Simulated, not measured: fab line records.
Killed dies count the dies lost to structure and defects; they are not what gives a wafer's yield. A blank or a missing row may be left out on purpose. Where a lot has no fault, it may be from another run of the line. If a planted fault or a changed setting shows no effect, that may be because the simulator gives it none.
Comparing a struck lot with a sound one + flow n5-finfet + 24 steps out of a route of 1938
Sound: the wafers L785.1, L785.2, L785.5. Struck: wafers L789.2, L789.4, L789.5. The cause comes at the end.
For every step that has rows: the tool of each side, followed by ch and its chambers, followed by its first start. Under that, the readings that differ: sound wafers + struck wafers + difference of the means + sigmas: that difference in standard deviations of wafers without a fault.
alike: a reading whose means differ by less than 2 such deviations, as well as words and numbers matching on both sides. not compared: withheld readings; readings where some wafer has no value; bounds like >300 that might hide an equal value; numbers whose values overlap and for which the record gives no deviation.
Wherever a step has rows on one side only, a row that says differs or no value, or a row with sigmas, the two part there. Non-overlapping numbers with no deviation appear without sigmas and do not part them. A reading that every wafer of one side lacks parts them only if that side has two wafers or more.

N5_BEOL_M6_THK_MEAS_53: measures by xrf.
  sound: film-metro-02 at day 9 23:43; struck: film-metro-01 at day 11 14:37
  alike: M6_THK
then, 1 step without rows for these wafers: N5_BEOL_M6_PRE_CLEAN_55 (time 15 s).
N5_BEOL_M6_DEP_56: deposits SiCN from 3MS/NH3, target thk 10 nm, time 17.5 s.
  sound on pecvd-04 ch 0,2, day 9 23:47; struck on pecvd-02 ch 0,2, day 11 14:41
  alike: chamber-pressure-Torr, rf-fwd-power-W, showerhead-plenum-p-Torr, throttle-valve-pct
N5_BEOL_M6_RS_MEAS_57: measurement is done with a four-point probe.
  sound: film-metro-01 at day 9 23:51; struck: film-metro-02 at day 11 14:47
  alike: M6_RS
N5_BEOL_M6_INSPECT_58: inspects for defects (darkfield).
  sound: defect-inspect-02 at day 9 23:53; struck: defect-inspect-02 at day 11 14:48
  alike: raw-defect-count
N5_BEOL_M7_ILD_DEP_00: deposits SiCOH lowk from DEMS/porogen, target thk 179.75 nm, time 33.4 s.
  sound on pecvd-01 ch 0,1, day 9 23:55; struck on pecvd-04 ch 0,1, day 11 14:50
  alike: chamber-pressure-Torr, heater-power-w, rf-fwd-power-W, showerhead-plenum-p-Torr, throttle-valve-pct
N5_BEOL_M7_CURE_74: cures SiCOH lowk, time 240 s.
  sound on uv-cure-03 ch 1, day 10 00:04; struck on uv-cure-03 ch 0, day 11 14:59
  alike: lamp-power-pct, wafer_temp_C_max
N5_BEOL_M7_THK_MEAS_01:
  sound: film-metro-02 at day 10 00:34; struck: film-metro-01 at day 11 15:25
  alike: M7_ILD_THK
then, 1 step without rows for these wafers: N5_BEOL_M7_PECVD_70 (deposits SiO2 from TEOS/O2, target thk 20 nm, time 22.7 s).
N5_BEOL_M7_HM_DEP_02: deposits TiN, target thk 20 nm.
  sound: pvd-sputter-02 at day 10 02:25; struck: pvd-sputter-01 at day 11 15:59
  alike: throttle-valve-pct
then, 2 steps without rows for these wafers: N5_BEOL_M7_COAT_59 (time 60 s, resist thk 100 nm); N5_BEOL_M7_COAT_60 (time 60 s, resist thk 35 nm).
N5_BEOL_M7_COAT_05: resist thk 90 nm.
  sound on litho-track-03 ch 0, day 10 02:34; struck on litho-track-02 ch 0, day 11 16:08
| reading                                      | sound                | struck               | difference | sigmas |
|----------------------------------------------|----------------------|----------------------|------------|--------|
| spin-speed-rpm (rpm)                         | 1500.1 1499.6 1499.8 | 1464.8 1464.4 1463.6 | -35.6      | -39    |
| model.CAR-ArF_of_BEOL_M7_COAT_05.thk-nm (nm) | 90.4 90.4 90.2       | 91.6 91.4 91.2       | +1.1       |        |
then, 5 steps without rows for these wafers: N5_BEOL_M7_EBR_07; N5_BEOL_M7_SOFTBAKE_06 (time 60 s); N5_BEOL_M7_EXPOSE_08 (exposes mask M7); N5_BEOL_M7_PEB_09 (peb time 60 s); N5_BEOL_M7_DEVELOP_10 (develop time 30 s).
N5_BEOL_M7_CD_MEAS_11: the cd target is 38.5 nm.
  sound on cd-sem-02 ch 0, day 10 02:55; struck on cd-sem-03 ch 0, day 11 16:29
  alike: cd-nm
N5_BEOL_M7_OVL_MEAS_12:
  sound on overlay-01 ch 0, day 10 02:57; struck on overlay-02 ch 0, day 11 16:31
  alike: M7_OVL
N5_BEOL_M7_INSPECT_13: inspects for defects (brightfield).
  sound: defect-inspect-01 at day 10 02:59; struck: defect-inspect-02 at day 11 16:33
  alike: raw-defect-count
then, 1 step without rows for these wafers: N5_BEOL_M7_DESCUM_16 (chemistry O2, time 7.9 s).
N5_BEOL_M7_ETCH_61: etches SiARC in CF4, target depth 45.5 nm, time 75.8 s.
  sound on rie-diel-03 ch 0,2,3, day 10 03:03; struck on rie-diel-05 ch 0,2,3, day 11 16:46
| reading                                      | sound          | struck         | difference | sigmas |
|----------------------------------------------|----------------|----------------|------------|--------|
| model.CAR-ArF_of_BEOL_M7_COAT_05.thk-nm (nm) | 51.2 51.2 51.2 | 52.4 52.2 52.2 | +1.1       |        |
  alike: drypump-motor-current-A, etch-rf-on-time-s, oes-product-au, rf-fwd-power-W, rf-vpp-V, showerhead-plenum-p-Torr, throttle-valve-pct
  not compared: rf-hours-counter-h
N5_BEOL_M7_ETCH_62: etches SOC in N2/H2, target depth 110 nm, overetch 22 nm, time 165 s.
  sound on rie-diel-03 ch 0,2,3, day 10 03:06; struck on rie-diel-05 ch 0,2,3, day 11 16:49
  alike: drypump-motor-current-A, oes-product-au, rf-fwd-power-W, rf-vpp-V, showerhead-plenum-p-Torr, throttle-valve-pct
  not compared: rf-hours-counter-h

WHERE THEY PART
N5_BEOL_M7_COAT_05 only, going by this record. Later steps at which nothing parts them and some readings are alike: N5_BEOL_M7_CD_MEAS_11, N5_BEOL_M7_OVL_MEAS_12, N5_BEOL_M7_INSPECT_13, N5_BEOL_M7_ETCH_61, N5_BEOL_M7_ETCH_62.

WHY: what the simulator had put in
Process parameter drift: litho-track-02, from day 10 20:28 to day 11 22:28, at N5_BEOL_M7_COAT_05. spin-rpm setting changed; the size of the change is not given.
